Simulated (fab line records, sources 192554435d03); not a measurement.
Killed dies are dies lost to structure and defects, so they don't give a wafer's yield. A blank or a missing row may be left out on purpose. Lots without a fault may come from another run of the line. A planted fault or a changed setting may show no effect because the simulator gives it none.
fab line records | flow n5_finfet | part 1 of 2: steps 1 to 23 of 38
record lots=5 wafers=15 last_day=17
route steps=1938 shown WELL_APT@53 PMOS_HMC_CHANNEL_EPI@57 FIN_SAQP@90
lots that met no fault: from a run of the same line without faults
start_h: hours from the record's first day to the start of the lot's first wafer shown | wait_h: hours since the lot's step before | " the same as in the row above | L1.1+2: a row that stands for several wafers | - no value, or no start given | * or withheld: withheld | < > ~ a bound
route shown NAME@n: a module of which the file shows steps, and the number in the route of the first | usual: mean/standard deviation of fault-free wafers | same: alike in all rows | chamber/n: place in a boat | sites: the reading at each site | _std_site: their standard deviation | _edge_site: outer sites' mean less inner sites' | radius_mm: how far each site lies from the wafer's centre | mask NAME#n: copy n | behind: the tool/chamber that last shaped the wafer | hold: why the lot was held/for how many hours/how that ended | device: the transistor (n, p or np) that didn't switch | end of line: the same wafers' tests at the end of the route | a step without rows: its recipe alone | killed: dies lost to structure and defects at the first sort, not the wafer's yield | map: a wafer's dies, x killed, . not, _ none there
set.NAME: the setting as run; set.NAME@STEP: as run at that earlier step | model.NAME: the simulator's own value behind a step, which no gauge read
lots at some steps of the route; a table a step, a row a wafer
services: from which hour (start_h, from the record's first day; less than 0 if before it) a tool's chamber was out of use, for how many hours, and why
## steps
# step N5_WELL_APT_PRECLEAN_39
# recipe chemistry=dHF time_s=60 dilution=150:1 temp_c=25
# columns lot.wafer tool chamber start_h wait_h
L078.1+3+5 wet_bench-01 3,4,0 40.29 0.0
L083.2+3+6 wet_bench-01 6,2,0 70.44 0.0
L084.1+2+4 wet_bench-04 1,2,3 76.00 0.0
L086.2+4+6 wet_bench-01 4,0,3 87.87 0.0
L094.2+3+5 wet_bench-03 5,7,6 136.23 0.0
# step N5_WELL_APT_SRD_37
# recipe dry=ipa_marangoni do_ppb=5 time_s=30 temp_c=23 rinse_liquid=diw
# columns lot.wafer tool chamber start_h wait_h
L078.1+3+5 wet_bench-01 3,4,0 40.31 0.0
L083.2+3+6 wet_bench-01 6,2,0 70.46 0.0
L084.1+2+4 wet_bench-04 1,2,3 76.01 0.0
L086.2+4+6 wet_bench-01 4,0,3 87.90 0.0
L094.2+3+5 wet_bench-03 5,7,6 136.25 0.0
# step N5_WELL_APT_EPI_41
# recipe material=Si target_thk_a=500 temp_c=650 precursor=SiH4/H2 pressure_torr=20 time_s=297.7
# usual throttle_valve_pct=10.72/0.27
# columns lot.wafer tool chamber start_h wait_h throttle_valve_pct
L078.1 epi_rpcvd-03 0 40.36 0.0 10.30
L078.3 " 0 " " 10.07
L078.5 " 0 " " 10.13
L083.2 epi_rpcvd-02 0 70.61 0.1 10.87
L083.3 " 0 " " 10.57
L083.6 " 0 " " 10.38
L084.1 epi_rpcvd-04 0 76.06 0.0 10.87
L084.2 " 0 " " 10.87
L084.4 " 0 " " 10.87
L086.2 epi_rpcvd-04 0 88.07 0.1 10.78
L086.4 " 0 " " 10.89
L086.6 " 0 " " 10.93
L094.2 epi_rpcvd-04 0 136.43 0.2 11.26
L094.3 " 0 " " 10.97
L094.5 " 0 " " 11.00
# step N5_WELL_APT_INSPECT_38
# recipe inspect_instrument=darkfield mode=post_epi
# usual raw_defect_count=13/5.1
# columns lot.wafer tool chamber start_h wait_h raw_defect_count
L078.1 defect_inspect-02 - 41.00 0.5 11
L078.3 " - " " 15
L078.5 " - " " 13
L083.2 defect_inspect-01 - 71.16 0.5 9
L083.3 " - " " 9
L083.6 " - " " 15
L084.1 defect_inspect-01 - 76.70 0.5 11
L084.2 " - " " 26
L084.4 " - " " 13
L086.2 defect_inspect-01 - 88.61 0.4 11
L086.4 " - " " 7
L086.6 " - " " 8
L094.2 defect_inspect-01 - 137.13 0.6 13
L094.3 " - " " 11
L094.5 " - " " 20
# step N5_PMOS_HMC_CHANNEL_EPI_HM_DEP_34
# recipe material=SiO2 target_thk_a=360 temp_c=400 precursor=TEOS/O2 pressure_torr=6.5 rf_w=900 teos_flow_sccm=161.4 gas=O2 flow_sccm=2650 time_s=6.9
# usual heater_power_outer_w=304/72 heater_power_w=561/98 showerhead_plenum_p_Torr=8.36/0.044 throttle_valve_pct=18.5/0.79
# columns lot.wafer tool chamber start_h wait_h heater_power_outer_w heater_power_w showerhead_plenum_p_Torr throttle_valve_pct
L078.1 pecvd-03 1 41.03 0.0 394 670 8.37 19.8
L078.3 " 1 " " 400 668 8.37 19.4
L078.5 " 1 " " 401 673 8.38 19.5
L083.2 pecvd-03 1 71.20 0.0 363 626 8.34 19.7
L083.3 " 2 " " 363 636 8.29 17.8
L083.6 " 2 " " 368 625 8.25 17.7
L084.1 pecvd-04 0 76.74 0.0 141 308 8.41 19.0
L084.2 " 2 " " 322 532 8.32 17.5
L084.4 " 1 " " 216 450 8.34 17.2
L086.2 pecvd-04 0 88.64 0.0 222 411 8.42 19.0
L086.4 " 1 " " 199 417 8.38 17.4
L086.6 " 2 " " 345 554 8.34 17.8
L094.2 pecvd-03 2 137.17 0.0 362 616 8.28 17.6
L094.3 " 0 " " 431 698 8.41 18.2
L094.5 " 0 " " 423 739 8.40 18.1
# step N5_PMOS_HMC_CHANNEL_EPI_COAT_31
# recipe resist=BARC temp_c=205 time_s=60 spin_rpm=1500 resist_thk_nm=66
# columns lot.wafer tool chamber start_h wait_h
L078.1+3+5 litho_track-01 0 41.10 0.1
L083.2+3+6 litho_track-01 0 71.26 0.0
L084.1+2+4 litho_track-01 0 76.79 0.0
L086.2+4+6 litho_track-02 0 88.70 0.0
L094.2+3+5 litho_track-04 0 137.23 0.0
# step N5_PMOS_HMC_CHANNEL_EPI_COAT_03
# recipe resist=CAR-ArF-block spin_rpm=1500 resist_thk_nm=205
# columns lot.wafer tool chamber start_h wait_h
L078.1+3+5 litho_track-01 0 - -
L083.2+3+6 litho_track-01 0 - -
L084.1+2+4 litho_track-01 0 - -
L086.2+4+6 litho_track-02 0 - -
L094.2+3+5 litho_track-04 0 - -
# step N5_PMOS_HMC_CHANNEL_EPI_EBR_05
# recipe solvent=PGMEA ebr_width_mm=1.5
# columns lot.wafer tool chamber start_h wait_h
L078.1+3+5 litho_track-01 0 - -
L083.2+3+6 litho_track-01 0 - -
L084.1+2+4 litho_track-01 0 - -
L086.2+4+6 litho_track-02 0 - -
L094.2+3+5 litho_track-04 0 - -
# step N5_PMOS_HMC_CHANNEL_EPI_SOFTBAKE_04
# recipe temp_c=110 time_s=60 resist=CAR-ArF-block
# columns lot.wafer tool chamber start_h wait_h
L078.1+3+5 litho_track-01 0 - -
L083.2+3+6 litho_track-01 0 - -
L084.1+2+4 litho_track-01 0 - -
L086.2+4+6 litho_track-02 0 - -
L094.2+3+5 litho_track-04 0 - -
# step N5_PMOS_HMC_CHANNEL_EPI_EXPOSE_06
# recipe mask_id=PMOS_HMC_BLK na=1.35 source_shape=conventional sigma_outer=0.8 polarization=unpolarized target_cd_nm=240 dose_mj=41
# columns lot.wafer tool chamber start_h wait_h mask
L078.1+3+5 arfi_scanner-01 0 41.33 - PMOS_HMC_BLK#0
L083.2+3+6 arfi_scanner-01 0 71.36 - PMOS_HMC_BLK#0
L084.1+2+4 arfi_scanner-02 0 77.02 - PMOS_HMC_BLK#0
L086.2+4+6 arfi_scanner-01 0 88.93 - PMOS_HMC_BLK#0
L094.2+3+5 arfi_scanner-01 0 137.46 - PMOS_HMC_BLK#0
# step N5_PMOS_HMC_CHANNEL_EPI_PEB_07
# recipe peb_temp_c=110 peb_time_s=60 resist=CAR-ArF-block
# columns lot.wafer tool chamber start_h wait_h
L078.1+3+5 litho_track-01 0 41.38 0.1
L083.2+3+6 litho_track-01 0 71.41 0.0
L084.1+2+4 litho_track-04 0 77.07 0.1
L086.2+4+6 litho_track-01 0 88.98 0.0
L094.2+3+5 litho_track-04 0 137.51 0.0
# step N5_PMOS_HMC_CHANNEL_EPI_DEVELOP_08
# recipe develop_time_s=30 developer=TMAH resist=CAR-ArF-block dev_temp_c=23 rinse_liquid=diw dry=air_spin
# columns lot.wafer tool chamber start_h wait_h
L078.1+3+5 litho_track-01 0 - -
L083.2+3+6 litho_track-01 0 - -
L084.1+2+4 litho_track-04 0 - -
L086.2+4+6 litho_track-01 0 - -
L094.2+3+5 litho_track-04 0 - -
# step N5_PMOS_HMC_CHANNEL_EPI_CD_MEAS_09
# recipe target_cd_nm=237.4 landing_energy_ev=500 detector=se_inlens
# usual cd_nm=237.6/0.81
# columns lot.wafer tool chamber start_h wait_h cd_nm
L078.1 cd_sem-01 0 41.45 - 238.3
L078.3 " 0 " " 236.5
L078.5 " 0 " " 236.9
L083.2 cd_sem-02 0 71.48 - 236.5
L083.3 " 0 " " 236.1
L083.6 " 0 " " 237.4
L084.1 cd_sem-02 0 77.14 - 237.7
L084.2 " 0 " " 239.0
L084.4 " 0 " " 237.4
L086.2 cd_sem-03 0 89.05 - 237.6
L086.4 " 0 " " 238.1
L086.6 " 0 " " 237.6
L094.2 cd_sem-01 0 137.58 - 236.0
L094.3 " 0 " " 235.8
L094.5 " 0 " " 236.3
# step N5_PMOS_HMC_CHANNEL_EPI_OVL_MEAS_10
# recipe points_per_wafer=44
# usual PMOS_HMC_BLK_OVL=0.5/0.68
# columns lot.wafer tool chamber start_h wait_h PMOS_HMC_BLK_OVL[nm]
L078.1 overlay-01 0 41.48 0.0 0.1
L078.3 " 0 " " 0.1
L078.5 " 0 " " 0.4
L083.2 overlay-01 0 71.51 0.0 0.3
L083.3 " 0 " " 0.4
L083.6 " 0 " " 0.3
L084.1 overlay-02 0 77.17 0.0 1.7
L084.2 " 0 " " 1.0
L084.4 " 0 " " 0.2
L086.2 overlay-01 0 89.08 0.0 0.1
L086.4 " 0 " " 0.0
L086.6 " 0 " " -0.7
L094.2 overlay-01 0 137.61 0.0 0.6
L094.3 " 0 " " 1.0
L094.5 " 0 " " 0.7
# step N5_PMOS_HMC_CHANNEL_EPI_INSPECT_11
# recipe mode=adi inspect_instrument=macro
# usual raw_defect_count=2.1/1.6
# columns lot.wafer tool chamber start_h wait_h raw_defect_count
L078.1 defect_inspect-01 - 41.50 0.0 3
L078.3 " - " " 4
L078.5 " - " " 4
L083.2 defect_inspect-02 - 71.53 0.0 1
L083.3 " - " " 1
L083.6 " - " " 4
L084.1 defect_inspect-02 - 77.19 0.0 0
L084.2 " - " " 4
L084.4 " - " " 3
L086.2 defect_inspect-02 - 89.10 0.0 0
L086.4 " - " " 4
L086.6 " - " " 2
L094.2 defect_inspect-01 - 137.63 0.0 5
L094.3 " - " " 5
L094.5 " - " " 4
# step N5_PMOS_HMC_CHANNEL_EPI_DESCUM_14
# recipe chemistry=O2 time_s=7.9 source_power_w=50 bias_power_w=20 pressure_mtorr=20 rf_frequency_hz=2.712e+07 temp_c=40 resist=CAR-ArF-block o2_flow_sccm=225
# usual drypump_motor_current_A=5.8/0.67 oes_product_au=0.80/0.07 rf_vpp_V=243.0/1.2 showerhead_plenum_p_Torr=2.08/0.056 throttle_valve_pct=20.26/0.2
# columns lot.wafer tool chamber start_h wait_h drypump_motor_current_A oes_product_au rf_hours_counter_h rf_vpp_V showerhead_plenum_p_Torr throttle_valve_pct
L078.1 rie_diel-03 1 41.68 0.2 5.3 0.98 0 245.3 2.14 19.84
L078.3 " 2 " " 6.6 0.80 131 240.2 2.03 20.52
L078.5 " 1 " " 5.4 0.97 - 242.6 2.14 19.83
L083.2 rie_diel-01 3 71.57 0.0 6.4 0.93 9 243.5 2.06 20.29
L083.3 " 1 " " 4.9 0.73 167 241.5 1.99 20.33
L083.6 " 1 " " 4.9 0.72 - 241.6 1.99 20.34
L084.1 rie_diel-01 3 77.23 0.0 6.4 0.93 12 241.0 2.06 20.29
L084.2 " 0 " " 5.6 0.83 91 242.6 2.12 20.48
L084.4 " 2 " " 5.2 0.76 130 243.9 2.08 19.97
L086.2 rie_diel-03 3 89.23 0.1 6.5 0.75 179 243.5 2.05 20.24
L086.4 " 1 " " 5.3 0.90 17 243.6 2.14 19.87
L086.6 " 2 " " 6.6 0.78 - 240.8 2.02 20.55
L094.2 rie_diel-01 0 137.69 0.1 5.6 0.81 109 242.3 2.12 20.51
L094.3 " 3 " " 6.4 0.88 30 242.3 2.05 20.33
L094.5 " 3 " " 6.4 0.88 - 241.8 2.05 20.33
# step N5_PMOS_HMC_CHANNEL_EPI_ETCH_32
# recipe chemistry=N2/H2 target=BARC stop_on=SiO2 target_depth_a=858 over_etch_frac=0.3 time_s=50.3 ion_energy_ev=200 mask_material=CAR-ArF-block pressure_mtorr=30 source_w=840 bias_w=150 n2_flow_sccm=200 h2_flow_sccm=200
# usual drypump_motor_current_A=5.8/0.67 oes_product_au=0.69/0.058 rf_vpp_V=523.6/2.2 showerhead_plenum_p_Torr=2.53/0.073 throttle_valve_pct=17.74/0.19
# columns lot.wafer tool chamber start_h wait_h drypump_motor_current_A oes_product_au rf_hours_counter_h rf_vpp_V showerhead_plenum_p_Torr throttle_valve_pct
L078.1 rie_diel-03 1 41.71 0.0 5.4 0.83 0 524.4 2.60 17.21
L078.3 " 2 " " 6.6 0.68 131 520.8 2.44 17.88
L078.5 " 1 " " 5.4 0.82 - 524.6 2.60 17.20
L083.2 rie_diel-01 3 71.60 0.0 6.4 0.80 9 522.5 2.50 17.72
L083.3 " 1 " " 4.9 0.63 167 520.0 2.42 17.88
L083.6 " 1 " " 4.9 0.63 - 519.3 2.42 17.90
L084.1 rie_diel-01 3 77.26 0.0 6.4 0.79 12 523.3 2.50 17.73
L084.2 " 0 " " 5.6 0.71 91 523.7 2.57 17.77
L084.4 " 2 " " 5.2 0.64 130 525.0 2.55 17.56
L086.2 rie_diel-03 3 89.27 0.0 6.5 0.64 179 524.2 2.54 17.98
L086.4 " 1 " " 5.4 0.77 17 526.0 2.59 17.22
L086.6 " 2 " " 6.6 0.66 - 520.8 2.43 17.92
L094.2 rie_diel-01 0 137.72 0.0 5.6 0.69 109 526.9 2.56 17.82
L094.3 " 3 " " 6.4 0.76 30 522.9 2.49 17.76
L094.5 " 3 " " 6.4 0.76 - 523.9 2.49 17.74
# step N5_PMOS_HMC_CHANNEL_EPI_HM_OPEN_15
# recipe chemistry=CHF3/O2 target=SiO2 mask_material=CAR-ArF-block target_depth_a=406 CHF3_flow_sccm=50 O2_flow_sccm=5 Ar_flow_sccm=200 time_s=20.3 pressure_mtorr=30 source_w=650 bias_w=170 ion_energy_ev=200
# usual drypump_motor_current_A=5.8/0.68 oes_product_au=0.80/0.07 rf_vpp_V=522/12 showerhead_plenum_p_Torr=2.40/0.061 throttle_valve_pct=18.75/0.17
# columns lot.wafer tool chamber start_h wait_h drypump_motor_current_A oes_product_au rf_hours_counter_h rf_vpp_V showerhead_plenum_p_Torr throttle_valve_pct
L078.1 rie_diel-03 1 41.75 0.0 5.3 0.97 1 514 2.47 18.34
L078.3 " 2 " " 6.6 0.80 131 500 2.32 18.89
L078.5 " 1 " " 5.3 0.97 - 515 2.47 18.35
L083.2 rie_diel-01 3 71.64 0.0 6.4 0.94 9 510 2.38 18.79
L083.3 " 1 " " 4.9 0.72 167 531 2.31 18.91
L083.6 " 1 " " 4.9 0.73 - 530 2.31 18.89
L084.1 rie_diel-01 3 77.31 0.0 6.4 0.92 12 512 2.38 18.79
L084.2 " 0 " " 5.6 0.83 91 524 2.45 18.94
L084.4 " 2 " " 5.2 0.74 130 531 2.43 18.61
L086.2 rie_diel-03 3 89.31 0.0 6.4 0.75 179 509 2.38 18.80
L086.4 " 1 " " 5.3 0.89 17 515 2.46 18.35
L086.6 " 2 " " 6.6 0.78 - 500 2.31 18.90
L094.2 rie_diel-01 0 137.76 0.0 5.6 0.81 109 522 2.44 18.98
L094.3 " 3 " " 6.5 0.88 30 511 2.37 18.80
L094.5 " 3 " " 6.5 0.88 - 510 2.37 18.80
# step N5_PMOS_HMC_CHANNEL_EPI_STRIP_33
# recipe chemistry=N2/H2 power_w=500 temp_c=40 pressure_mtorr=50 rf_frequency_hz=6e+07 overash_fraction=0.3 bias_power_w=8 h2_frac=0.5 n2_flow_sccm=300 h2_flow_sccm=300
# usual drypump_motor_current_A=5.8/0.67 oes_product_au=0.80/0.07 rf_vpp_V=54.2/1.8 showerhead_plenum_p_Torr=3.35/0.092 throttle_valve_pct=18.8/0.32
# columns lot.wafer tool chamber start_h wait_h drypump_motor_current_A oes_product_au rf_hours_counter_h rf_vpp_V showerhead_plenum_p_Torr throttle_valve_pct
L078.1 rie_diel-03 1 41.81 0.0 5.3 0.98 1 54.7 3.43 18.1
L078.3 " 2 " " 6.6 0.80 131 52.3 3.23 19.1
L078.5 " 1 " " 5.3 0.98 - 54.6 3.43 18.1
L083.2 rie_diel-01 3 71.70 0.0 6.4 0.95 9 52.8 3.31 18.8
L083.3 " 1 " " 4.9 0.73 167 55.4 3.20 19.2
L083.6 " 1 " " 4.9 0.72 - 55.4 3.20 19.2
L084.1 rie_diel-01 3 77.36 0.0 6.4 0.93 12 51.5 3.31 18.8
L084.2 " 0 " " 5.6 0.82 91 55.0 3.39 18.5
L084.4 " 2 " " 5.2 0.75 130 52.4 3.37 18.7
L086.2 rie_diel-03 3 89.36 0.0 6.5 0.74 179 55.0 3.35 19.3
L086.4 " 1 " " 5.3 0.90 18 53.2 3.42 18.1
L086.6 " 2 " " 6.6 0.79 - 54.6 3.22 19.2
L094.2 rie_diel-01 0 137.82 0.0 5.6 0.81 109 54.3 3.38 18.6
L094.3 " 3 " " 6.5 0.89 30 56.2 3.30 18.8
L094.5 " 3 " " 6.4 0.88 - 52.9 3.30 18.8
# step N5_PMOS_HMC_CHANNEL_EPI_STRIP_17
# recipe chemistry=SPM time_s=750 temp_c=130 h2so4_h2o2_vol_ratio=4 dry=ipa_marangoni
# columns lot.wafer tool chamber start_h wait_h
L078.1+3+5 wet_bench-06 6,1,0 41.88 -
L083.2+3+6 wet_bench-02 3,1,7 71.77 -
L084.1+2+4 wet_bench-06 4,2,5 77.44 -
L086.2+4+6 wet_bench-05 2,6,4 89.43 -
L094.2+3+5 wet_bench-05 4,5,2 137.89 -
# step N5_PMOS_HMC_CHANNEL_EPI_ETCH_38
# recipe chemistry=CF4 target=SiO2 target_depth_a=15 ion_energy_ev=350 pressure_mtorr=10 icp_w=800 bias_w=400 cf4_flow_sccm=80
# usual drypump_motor_current_A=6.0/0.47 he_backside_leak_sccm=2.87/0.26 oes_product_au=0.993/0.02 throttle_valve_pct=21.85/0.16
# columns lot.wafer tool chamber start_h wait_h drypump_motor_current_A he_backside_leak_sccm oes_product_au rf_hours_counter_h throttle_valve_pct
L078.1 rie_si-05 1 42.13 0.0 6.7 2.37 0.969 48 21.63
L078.3 " 3 " " 5.9 3.04 1.001 54 21.75
L078.5 " 1 " " 6.7 2.49 0.977 - 21.63
L083.2 rie_si-02 0 72.00 0.0 6.7 2.61 0.989 139 21.82
L083.3 " 3 " " 5.3 2.76 0.998 201 21.81
L083.6 " 2 " " 5.8 2.98 1.023 - 21.56
L084.1 rie_si-06 1 77.67 0.0 6.3 2.97 1.011 135 21.98
L084.2 " 0 " " 5.8 2.64 0.966 5 22.00
L084.4 " 3 " " 5.2 3.09 0.987 145 21.88
L086.2 rie_si-06 2 89.67 0.0 5.7 3.20 1.019 179 21.78
L086.4 " 3 " " 5.2 3.04 0.989 145 21.90
L086.6 " 2 " " 5.7 3.23 1.013 - 21.77
L094.2 rie_si-05 1 138.12 0.0 6.7 2.81 0.966 50 21.63
L094.3 " 0 " " 5.6 3.28 0.980 82 21.75
L094.5 " 2 " " 6.2 2.90 0.998 - 22.09
# step N5_PMOS_HMC_CHANNEL_EPI_FIN_RECESS_16
# recipe chemistry=HBr/Cl2 target=Si mask_material=SiO2 target_depth_a=540 time_s=18 pressure_mtorr=10 icp_w=800 bias_w=75 HBr_flow_sccm=150 Cl2_flow_sccm=80
# usual HBr_flow_sccm=150.0/0.45 drypump_motor_current_A=6.0/0.47 he_backside_leak_sccm=2.9/0.3 oes_product_au=0.995/0.02 throttle_valve_pct=35.52/0.22
# columns lot.wafer tool chamber start_h wait_h HBr_flow_sccm drypump_motor_current_A he_backside_leak_sccm oes_product_au rf_hours_counter_h throttle_valve_pct
L078.1 rie_si-05 1 42.15 0.0 149.0 6.7 2.5 0.977 48 35.28
L078.3 " 3 " " 150.0 5.9 2.4 0.997 54 35.27
L078.5 " 1 " " 149.6 6.7 2.5 0.970 - 35.27
L083.2 rie_si-02 0 72.02 0.0 150.0 6.7 2.6 1.003 139 35.80
L083.3 " 3 " " 148.9 5.3 2.8 0.996 201 35.61
L083.6 " 2 " " 150.1 5.8 3.7 1.041 - 34.85
L084.1 rie_si-06 1 77.69 0.0 149.9 6.3 2.9 1.016 135 35.55
L084.2 " 0 " " 149.4 5.9 2.7 0.967 5 35.73
L084.4 " 3 " " 149.8 5.2 3.0 0.989 145 35.64
L086.2 rie_si-06 2 89.69 0.0 149.5 5.7 3.1 1.022 179 35.68
L086.4 " 3 " " 150.6 5.2 2.9 0.999 145 35.63
L086.6 " 2 " " 149.7 5.8 3.2 1.017 - 35.69
L094.2 rie_si-05 1 138.14 0.0 150.1 6.7 2.4 0.966 50 35.27
L094.3 " 0 " " 149.7 5.6 3.1 0.977 82 35.36
L094.5 " 2 " " 149.6 6.3 2.7 1.003 - 35.68
# step N5_PMOS_HMC_CHANNEL_EPI_PRECLEAN_36
# recipe chemistry=O3/DIW time_s=45 temp_c=22 o3_ppm=10
# columns lot.wafer tool chamber start_h wait_h
L078.1+3+5 wet_bench-02 0,1,3 42.25 0.1
L083.2+3+6 wet_bench-05 5,1,6 72.12 0.1
L084.1+2+4 wet_bench-05 4,0,5 77.79 0.1
L086.2+4+6 wet_bench-02 5,2,4 89.78 0.1
L094.2+3+5 wet_bench-05 6,3,7 138.24 0.1
